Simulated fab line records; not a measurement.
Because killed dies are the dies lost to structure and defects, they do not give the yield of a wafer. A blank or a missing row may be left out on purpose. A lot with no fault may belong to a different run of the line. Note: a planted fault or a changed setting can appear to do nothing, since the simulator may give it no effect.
fab line records	flow nandHarc
record: lots: 11	wafers: 33	lastDay: 33
route steps=1302 shown P_ZERO_WELL@16 P_GATE@132 END@1302
lots with no fault: from the same line, run without faults
startH: the number of hours between the record's first day and the start of the first shown wafer of the lot	waitH: time in hours since the lot's previous step	" unchanged from the row above	L1.1+2: a row that stands for several wafers	- no value present, or no start provided	* or withheld: withheld	< > ~ a bound
route shown NAME@n: NAME is a module with steps in the file, n the number in the route of the first one	usual: mean/standard deviation of fault-free wafers	same: alike in all rows	chamber/n: place in a boat	sites: the reading at each site	_std_site: their standard deviation	_edge_site: the outer-site mean with the inner-site mean subtracted	radiusMm: for every site, how far away it sits from the centre of the wafer	mask NAME#n: copy n	behind: tool/chamber where the wafer was last shaped	hold: why the lot went on hold/how many hours it stayed there/how the hold came to an end	device: names the non-switching transistor (n, p or np)	end of line: the tests these same wafers got at the end of their route	for a step that has no rows: nothing shown but its recipe	killed: the dies lost at the first sort to structure and to defects; this is not the yield of the wafer	map: dies across one wafer; x = killed, . = not, _ = none there
set.NAME: the run value of the setting; set.NAME@STEP: its run value at that earlier step	model.NAME: the simulator's own value behind a step, which no gauge read
route steps across a sampled set of lots; one table per step, one row per wafer
services: from which hour (startH, from the record's first day; less than 0 if before it) a tool's chamber was out of use, for how many hours, and why
== steps ==
step: NHARC_P_ZERO_WELL_DESCUM_13
recipe: timeS: 3	o2FlowSccm: 200	arFlowSccm: 0	biasPowerW: 0	chemistry: O2
usual: drypumpMotorCurrentA: 6.0/0.37	oesProductAu: 0.997/0.0085	rfVppV: 57.9/0.84	showerheadPlenumPTorr: 1.94/0.093	throttleValvePct: 11.311/0.0084
same: timeS: 3
lot.wafer	tool	chamber	startH	waitH	drypumpMotorCurrentA	oesProductAu	rfHoursCounterH	rfVppV	showerheadPlenumPTorr	throttleValvePct
L124.2	rieDiel-08	3	51.39	-	6.1	0.994	10	58.4	2.07	11.314
L124.1	"	1	"	"	5.7	0.994	8	57.8	1.90	11.310
L124.5	"	3	"	"	6.1	0.996	-	57.4	2.07	11.328
L126.3	rieDiel-02	0	71.41	-	6.0	0.992	6	57.8	1.90	11.299
L126.1	"	1	"	"	5.5	0.993	9	59.4	2.07	11.313
L126.4	"	3	"	"	5.8	0.995	6	58.3	1.81	11.312
L129.4	rieDiel-03	1	101.42	-	5.6	1.003	54	57.0	2.02	11.301
L129.3	"	2	"	"	6.4	0.998	50	56.5	1.86	11.318
L129.6	"	3	"	"	6.2	1.002	-	56.9	1.77	11.298
L130.2	rieDiel-02	0	111.28	-	5.9	1.003	19	57.7	1.90	11.313
L130.3	"	2	"	"	6.6	1.005	18	58.8	2.00	11.306
L130.4	"	3	"	"	5.9	0.993	16	58.0	1.81	11.318
L134.3	rieDiel-02	0	151.42	-	5.9	1.004	28	57.8	1.89	11.319
L134.4	"	2	"	"	6.6	0.992	28	59.1	2.00	11.317
L134.6	"	0	"	"	5.9	0.998	-	57.0	1.89	11.305
L135.2	rieDiel-03	2	161.41	-	6.5	0.998	16	58.2	1.86	11.312
L135.3	"	0	"	"	5.7	1.003	22	57.8	1.89	11.317
L135.5	"	1	"	"	5.6	0.998	-	58.2	2.01	11.313
L136.3	rieDiel-08	3	171.28	-	6.0	1.000	55	57.6	2.06	11.319
L136.5	"	3	"	"	6.1	0.975	-	57.7	2.06	11.304
L136.6	"	0	"	"	6.4	0.999	-	57.9	1.89	11.322
L140.2	rieDiel-08	0	211.41	-	6.4	0.997	2	58.4	1.89	11.330
L140.1	"	1	"	"	5.7	1.008	3	56.5	1.88	11.308
L140.5	"	3	"	"	6.0	1.012	-	57.5	2.05	11.312
L141.3	rieDiel-03	3	221.43	-	6.2	1.008	38	59.1	2.06	11.304
L141.1	"	2	"	"	6.5	0.999	36	57.7	1.85	11.307
L141.5	"	3	"	"	6.2	0.997	-	59.1	2.06	11.316
L142.4	rieDiel-03	3	231.29	-	6.2	1.006	42	60.3	2.06	11.299
L142.6	"	0	"	"	5.7	1.004	-	57.8	1.88	11.306
L142.5	"	1	"	"	5.5	1.008	-	59.1	2.00	11.309
L144.3	rieDiel-02	1	251.41	-	5.5	0.985	9	59.4	2.06	11.322
L144.1	"	3	"	"	5.9	0.993	7	57.5	1.80	11.288
L144.5	"	0	"	"	6.0	1.002	-	57.9	1.88	11.319
step: NHARC_P_ZERO_WELL_ETCH_63
recipe: targetDepthA: 1200	timeS: 40.1	hbrFlowSccm: 150	cl2FlowSccm: 50	rfW: 400	icpW: 400	biasW: 100	chemistry: HBr/Cl2
usual: biasW: 99.96/0.29	drypumpMotorCurrentA: 6.0/0.49	oesProductAu: 0.998/0.007	throttleValvePct: 26.406/0.0092
same: timeS: 40.1
lot.wafer	tool	chamber	startH	waitH	biasW	drypumpMotorCurrentA	oesProductAu	rfHoursCounterH	throttleValvePct
L124.1	rieSi-02	3	51.66	-	100.39	5.6	1.001	0.62	26.390
L124.2	"	0	"	"	99.74	5.6	0.990	0.61	26.409
L124.5	"	2	"	"	100.11	5.1	0.993	-	26.410
L126.3	rieSi-02	2	71.67	-	99.96	5.1	0.990	0.73	26.399
L126.1	"	3	"	"	100.06	5.6	0.992	0.74	26.400
L126.4	"	0	"	"	99.90	5.6	0.996	0.73	26.412
L129.3	rieSi-05	2	101.66	-	100.00	6.5	1.007	1.01	26.417
L129.4	"	1	"	"	100.36	6.1	0.998	0.98	26.412
L129.6	"	2	"	"	99.86	6.5	1.012	-	26.411
L130.2	rieSi-02	1	111.55	-	99.29	6.0	1.005	0.00	26.403
L130.4	"	2	"	"	99.56	5.1	0.987	0.00	26.417
L130.3	"	3	"	"	99.72	5.6	0.999	0.00	26.410
L134.4	rieSi-05	2	151.70	-	100.04	6.5	0.992	0.05	26.397
L134.3	"	3	"	"	99.76	5.6	0.992	0.05	26.413
L134.6	"	2	"	"	99.75	6.5	1.003	-	26.405
L135.2	rieSi-02	2	161.67	-	99.71	5.1	0.986	0.34	26.416
L135.3	"	3	"	"	99.85	5.6	0.996	0.29	26.401
L135.5	"	2	"	"	99.75	5.1	0.998	-	26.425
L136.3	rieSi-02	2	171.53	-	99.75	5.1	0.986	0.41	26.386
L136.5	"	2	"	"	99.75	5.1	0.984	-	26.416
L136.6	"	3	"	"	99.70	5.6	1.003	-	26.416
L140.2	rieSi-05	1	211.65	-	99.92	6.1	0.984	0.42	26.399
L140.1	"	3	"	"	99.70	5.6	0.995	0.53	26.408
L140.5	"	2	"	"	100.25	6.5	1.006	-	26.418
L141.3	rieSi-04	0	221.82	-	99.98	5.6	1.003	0.23	26.411
L141.1	"	1	"	"	99.50	6.5	1.006	0.27	26.409
L141.5	"	3	"	"	100.20	6.4	0.996	-	26.390
L142.4	rieSi-04	1	231.62	-	100.68	6.5	0.996	0.30	26.403
L142.5	"	2	"	"	99.51	6.6	0.993	-	26.402
L142.6	"	3	"	"	100.25	6.4	0.995	-	26.407
L144.1	rieSi-04	0	251.67	-	100.14	5.6	1.000	0.39	26.397
L144.3	"	1	"	"	100.45	6.6	0.993	0.41	26.416
L144.5	"	3	"	"	100.01	6.4	0.989	-	26.405
step: NHARC_P_ZERO_WELL_EXPOSE_49
recipe: na: 0.6	targetCdNm: 2000	doseMj: 22.64	maskId: P_HVPW
usual: exposureDoseMJCm2: 22.647/0.023	focusOffsetNm: -0.1/0.59	na: 0.6/0
lot.wafer	tool	chamber	startH	waitH	mask	exposureDoseMJCm2	focusOffsetNm	na
L124.1	krfScanner-01	0	55.59	-	P_HVPW#0	22.629	0.5	0.6
L124.2	"	0	"	"	P_HVPW#0	22.645	0.2	0.6
L124.5	"	0	"	"	P_HVPW#0	22.635	0.2	0.6
L126.1	krfScanner-01	0	75.61	-	P_HVPW#0	22.634	-0.7	0.6
L126.3	"	0	"	"	P_HVPW#0	22.620	-1.4	0.6
L126.4	"	0	"	"	P_HVPW#0	22.625	-1.2	0.6
L129.3	krfScanner-01	0	105.62	-	P_HVPW#0	22.595	0.3	0.6
L129.4	"	0	"	"	P_HVPW#0	22.600	0.1	0.6
L129.6	"	0	"	"	P_HVPW#0	22.580	0.1	0.6
L130.2	krfScanner-04	0	115.35	-	P_HVPW#0	22.582	0.9	0.6
L130.3	"	0	"	"	P_HVPW#0	22.666	0.8	0.6
L130.4	"	0	"	"	P_HVPW#0	22.619	0.4	0.6
L134.3	krfScanner-01	-	155.64	-	P_HVPW#0	-	-	-
L134.4	"	-	"	"	P_HVPW#0	-	-	-
L134.6	"	-	"	"	P_HVPW#0	-	-	-
L135.2	krfScanner-01	-	165.46	-	P_HVPW#0	-	-	-
L135.3	"	-	"	"	P_HVPW#0	-	-	-
L135.5	"	-	"	"	P_HVPW#0	-	-	-
L136.3	krfScanner-04	-	175.58	-	P_HVPW#0	-	-	-
L136.5	"	-	"	"	P_HVPW#0	-	-	-
L136.6	"	-	"	"	P_HVPW#0	-	-	-
L140.1	krfScanner-02	0	215.56	-	P_HVPW#0	22.649	-1.1	0.6
L140.2	"	0	"	"	P_HVPW#0	22.672	0.0	0.6
L140.5	"	0	"	"	P_HVPW#0	22.649	-0.8	0.6
L141.1	krfScanner-01	0	226.13	-	P_HVPW#0	22.628	0.6	0.6
L141.3	"	0	"	"	P_HVPW#0	22.689	1.1	0.6
L141.5	"	0	"	"	P_HVPW#0	22.644	0.5	0.6
L142.4	krfScanner-01	0	235.50	-	P_HVPW#0	22.651	0.8	0.6
L142.5	"	0	"	"	P_HVPW#0	22.649	0.3	0.6
L142.6	"	0	"	"	P_HVPW#0	22.657	0.1	0.6
L144.1	krfScanner-04	0	255.70	-	P_HVPW#0	22.668	0.2	0.6
L144.3	"	0	"	"	P_HVPW#0	22.632	0.2	0.6
L144.5	"	0	"	"	P_HVPW#0	22.667	-0.4	0.6
step: NHARC_P_ZERO_WELL_CD_MEAS_52
recipe: targetCdNm: 2000	landingEnergyEv: 500
usual: cdNm: 2000.4/1.4
lot.wafer	tool	chamber	startH	waitH	cdNm
L124.1	cdSem-03	0	55.75	-	2001.1
L124.2	"	0	"	"	2000.9
L124.5	"	0	"	"	2001.9
L126.1	cdSem-03	0	75.77	-	2000.1
L126.3	"	0	"	"	2000.5
L126.4	"	0	"	"	1999.2
L129.3	cdSem-01	0	105.77	-	1999.3
L129.4	"	0	"	"	2001.4
L129.6	"	0	"	"	2000.0
L130.2	cdSem-01	0	115.51	-	1997.9
L130.3	"	0	"	"	1998.6
L130.4	"	0	"	"	1998.9
L134.3	cdSem-02	0	155.79	-	-
L134.4	"	0	"	"	-
L134.6	"	0	"	"	-
L135.2	cdSem-02	0	165.62	-	-
L135.3	"	0	"	"	-
L135.5	"	0	"	"	-
L136.3	cdSem-03	0	175.73	-	-
L136.5	"	0	"	"	-
L136.6	"	0	"	"	-
L140.1	cdSem-03	0	215.72	-	2000.7
L140.2	"	0	"	"	2002.4
L140.5	"	0	"	"	2001.1
L141.1	cdSem-01	0	226.29	-	2004.7
L141.3	"	0	"	"	2003.2
L141.5	"	0	"	"	2002.5
L142.4	cdSem-02	0	235.65	-	2002.7
L142.5	"	0	"	"	2001.7
L142.6	"	0	"	"	2002.0
L144.1	cdSem-03	0	255.86	-	1999.3
L144.3	"	0	"	"	2001.1
L144.5	"	0	"	"	1999.5
step: NHARC_P_ZERO_WELL_INSPECT_43
usual: rawDefectCount: 13/6
lot.wafer	tool	chamber	startH	waitH	rawDefectCount
L124.1	defectInspect-01	-	57.57	0.6	10
L124.2	"	-	"	"	22
L124.5	"	-	"	"	15
L126.1	defectInspect-01	-	77.60	0.6	7
L126.3	"	-	"	"	14
L126.4	"	-	"	"	14
L129.3	defectInspect-02	-	107.57	0.4	12
L129.4	"	-	"	"	26
L129.6	"	-	"	"	8
L130.2	defectInspect-02	-	117.32	0.5	9
L130.3	"	-	"	"	24
L130.4	"	-	"	"	15
L134.3	defectInspect-01	-	157.61	0.4	1082
L134.4	"	-	"	"	1103
L134.6	"	-	"	"	1056
L135.2	defectInspect-01	-	167.46	0.5	1102
L135.3	"	-	"	"	1150
L135.5	"	-	"	"	1029
L136.3	defectInspect-01	-	177.54	0.4	1104
L136.5	"	-	"	"	1093
L136.6	"	-	"	"	1087
L140.1	defectInspect-02	-	217.56	0.6	15
L140.2	"	-	"	"	21
L140.5	"	-	"	"	19
L141.1	defectInspect-01	-	228.11	0.6	12
L141.3	"	-	"	"	21
L141.5	"	-	"	"	17
L142.4	defectInspect-02	-	237.46	0.2	9
L142.5	"	-	"	"	7
L142.6	"	-	"	"	10
L144.1	defectInspect-02	-	257.68	0.6	8
L144.3	"	-	"	"	8
L144.5	"	-	"	"	4
step: NHARC_P_GATE_DEP_103
recipe: targetThkA: 300	targetThkNm: 30	tempC: 400	flowSccm: 200	rfW: 350	material: SiON
usual: heaterPowerW: 698/92
lot.wafer	tool	chamber	startH	waitH	heaterPowerW
L124.1	pecvd-04	0	130.13	0.6	566
L124.2	"	1	"	"	832
L124.5	"	2	"	"	811
L126.3	pecvd-04	0	144.68	0.3	676
L126.1	"	1	"	"	731
L126.4	"	1	"	"	762
L129.3	pecvd-03	0	184.74	0.3	703
L129.6	"	0	"	"	700
L129.4	"	2	"	"	523
L130.2	pecvd-04	1	188.28	0.5	788
L130.3	"	2	"	"	916
L130.4	"	0	"	"	663
L140.1	pecvd-02	0	283.77	0.6	794
L140.2	"	2	"	"	687
L140.5	"	0	"	"	638
L141.1	pecvd-02	1	299.78	0.6	699
L141.3	"	0	"	"	782
L141.5	"	0	"	"	782
L142.6	pecvd-03	2	303.32	0.1	584
L142.5	"	0	"	"	663
L142.4	"	1	"	"	755
L144.3	pecvd-04	1	325.74	0.4	870
L144.1	"	0	"	"	726
L144.5	"	0	"	"	605
step: NHARC_END_SORT_01
recipe: tempC: 25
usual: killedAtArray: 59/19	killedAtOther: 0.6/0.85	killedAtPeriphery: 3.8/2.5	killedDies: 64/19	killedOpen: 3.3/1.8	killedShort: 2.2/1.6
same: grossDies: 677
lot.wafer	tool	chamber	startH	waitH	killedAtArray	killedAtOther	killedAtPeriphery	killedDies	killedOpen	killedShort
L134.3	prober-02	0	700.93	5.5	84	0	593	677	4	1
L134.4	prober-02	0	701.73	5.8	76	0	601	677	5	2
L134.6	prober-02	0	703.35	6.4	71	0	606	677	3	3
L135.2	prober-02	0	707.96	2.8	41	0	636	677	3	2
L135.3	prober-02	0	708.76	3.1	39	0	638	677	2	1
L135.5	prober-02	0	710.38	3.7	32	0	645	677	1	2
L140.1	prober-02	0	764.97	2.5	25	0	3	28	4	0
L140.2	prober-02	0	765.77	2.8	24	1	2	27	4	1
L140.5	prober-02	0	768.17	3.7	31	0	6	37	7	3
killed by level:class
L134.3 P_ZERO_WELL:areaExpose=590 A_CHANNEL_HOLE_D1:chamberFilmFlake=32 A_SLIT:chamberFilmFlake=29 A_CHANNEL_HOLE_D2:chamberFilmFlake=12 A_CONTACT:chamberFilmFlake=4 A_CHANNEL_FILL_D2:geometricParticle:open=2 A_WL_FILL:chamberFilmFlake=2 P_CONTACT:geometricParticle:open=1
L134.4 P_ZERO_WELL:areaExpose=599 A_CHANNEL_HOLE_D1:chamberFilmFlake=26 A_SLIT:chamberFilmFlake=24 A_CHANNEL_HOLE_D2:chamberFilmFlake=11 A_CONTACT:chamberFilmFlake=5 A_ONON_D1:geometricParticle:short=2 A_CHANNEL_FILL_D1:geometricParticle:open=2 A_BONDPAD:chamberFilmFlake=2
L134.6 P_ZERO_WELL:areaExpose=602 A_SLIT:chamberFilmFlake=28 A_CHANNEL_HOLE_D1:chamberFilmFlake=18 A_CHANNEL_HOLE_D2:chamberFilmFlake=10 A_CONTACT:chamberFilmFlake=5 A_BONDPAD:chamberFilmFlake=3 P_M1:chamberFilmFlake=2 A_WL_FILL:chamberFilmFlake=2
L135.2 P_ZERO_WELL:areaExpose=634 A_CHANNEL_HOLE_D2:chamberFilmFlake=13 A_CHANNEL_HOLE_D1:chamberFilmFlake=10 A_CONTACT:chamberFilmFlake=6 A_SLIT:chamberFilmFlake=2 A_WL_FILL:chamberFilmFlake=2 A_ONON_D1:geometricParticle:short=1 A_CHANNEL_FILL_D1:geometricParticle:open=1
L135.3 P_ZERO_WELL:areaExpose=635 A_CHANNEL_HOLE_D2:chamberFilmFlake=18 A_CHANNEL_HOLE_D1:chamberFilmFlake=9 A_CONTACT:chamberFilmFlake=4 P_M0:chamberFilmFlake=2 A_SLIT:chamberFilmFlake=2 A_ONON_D1:geometricParticle:short=1 A_ONON_D1:geometricParticle:open=1
L135.5 P_ZERO_WELL:areaExpose=643 A_CHANNEL_HOLE_D2:chamberFilmFlake=14 A_CHANNEL_HOLE_D1:chamberFilmFlake=5 A_SLIT:chamberFilmFlake=4 A_CHANNEL_FILL_D1:geometricParticle:short=1 A_ONON_D2:geometricParticle:short=1 A_CHANNEL_FILL_D2:geometricParticle:open=1 P_ZERO_WELL:chamberFilmFlake=1
L140.1 A_CHANNEL_HOLE_D1:chamberFilmFlake=11 A_SLIT:chamberFilmFlake=6 P_GATE:chamberFilmFlake=2 P_GATE:geometricParticle:open=1 A_CHANNEL_FILL_D1:geometricParticle:open=1 A_CHANNEL_FILL_D2:geometricParticle:open=1 A_M0:geometricParticle:open=1 A_ZERO_WELL:chamberFilmFlake=1
L140.2 A_CHANNEL_HOLE_D1:chamberFilmFlake=13 A_SLIT:chamberFilmFlake=3 A_STAIRCASE:chamberFilmFlake=2 A_DECK1_JOINT:geometricParticle:open=1 A_CHANNEL_FILL_D2:geometricParticle:short=1 A_WL_FILL:geometricParticle:open=1 A_BLC:geometricParticle:open=1 A_M1:geometricParticle:open=1
L140.5 A_CHANNEL_HOLE_D1:chamberFilmFlake=9 A_DECK1_JOINT:chamberFilmFlake=5 A_SLIT:chamberFilmFlake=5 P_CONTACT:chamberFilmFlake=2 A_CHANNEL_FILL_D2:chamberFilmFlake=2 A_M1:chamberFilmFlake=2 P_GATE:geometricParticle:open=1 P_CONTACT:geometricParticle:open=1
== services ==
tool	chamber	startH	hours	kind
rieDiel-02	-	39.70	9.0	pm
rieSi-02	2	79.98	1.1	repair
pecvd-04	-	88.34	13.0	pm
rieSi-02	-	100.00	9.0	pm
rieDiel-03	-	104.30	9.0	pm
rieDiel-02	0	111.94	9.0	repair
rieDiel-02	1	122.53	5.6	repair
krfScanner-01	-	129.87	1.7	repair
krfScanner-01	-	140.00	4.0	pm
rieDiel-03	1	195.82	15.9	repair
rieDiel-03	3	197.77	4.1	repair
rieSi-02	3	198.24	15.8	repair
rieDiel-02	-	216.70	9.0	pm
rieSi-02	-	217.92	0.3	repair
krfScanner-01	-	243.13	5.1	repair
rieDiel-03	0	244.83	3.6	repair
pecvd-04	-	245.04	1.2	repair
pecvd-04	-	269.34	13.0	pm
rieDiel-02	2	272.19	1.5	repair
rieSi-02	-	277.00	9.0	pm
rieDiel-03	0	279.80	36.7	repair
krfScanner-01	-	287.46	0.3	repair
krfScanner-01	-	291.04	2.0	repair
krfScanner-01	-	312.00	4.0	pm
== key ==
firstSign: step: NHARC_P_ZERO_WELL_EXPOSE_49	reading: toolRecord	direction: missing
effect: step: NHARC_P_ZERO_WELL_CD_MEAS_52	reading: cdNm	direction: missing
effect: step: NHARC_P_ZERO_WELL_INSPECT_43	reading: rawDefectCount	direction: up	sigmas: 99+	usual: 13	struck: 1090
effect: step: NHARC_END_SORT_01	reading: killedAtPeriphery	direction: up	sigmas: 99+	usual: 3.8	struck: 619.8
moreKillsBornAt: NHARC_P_ZERO_WELL_EXPOSE_49@krfScanner-01: 3703
metAt NHARC_P_ZERO_WELL_EXPOSE_49
struckLots L134,L135,L136
rowsEnd L136.3,L136.5,L136.6
laterRowsLeftOut L134.3,L134.4,L134.6,L135.2,L135.3,L135.5
testerLeftOut L134,L135
notActingAt NHARC_P_ZERO_WELL_DESCUM_13,NHARC_P_ZERO_WELL_ETCH_63,NHARC_P_GATE_DEP_103
onsetBetween 115.35 155.64
fault: kind: skippedStepWhole	tool: krfScanner-01,krfScanner-04	chamber: -	onsetH: 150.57	steps: NHARC_P_ZERO_WELL_EXPOSE_49	scope: struckLotsOnly
testerLeftOut: of these lots the tester's yield and bins aren't shown, on N5 and GAA mostly nor the transistor test; their killed dies are dies lost to structure and defects alone, not to doping, threshold or leakage, so they don't give the yield
laterRowsLeftOut: the simulator's readings of these wafers behind a module that went badly wrong aren't trusted and aren't shown, but for the sort
rowsEnd: these wafers met a further fault down the route, and their rows from its step on are left out
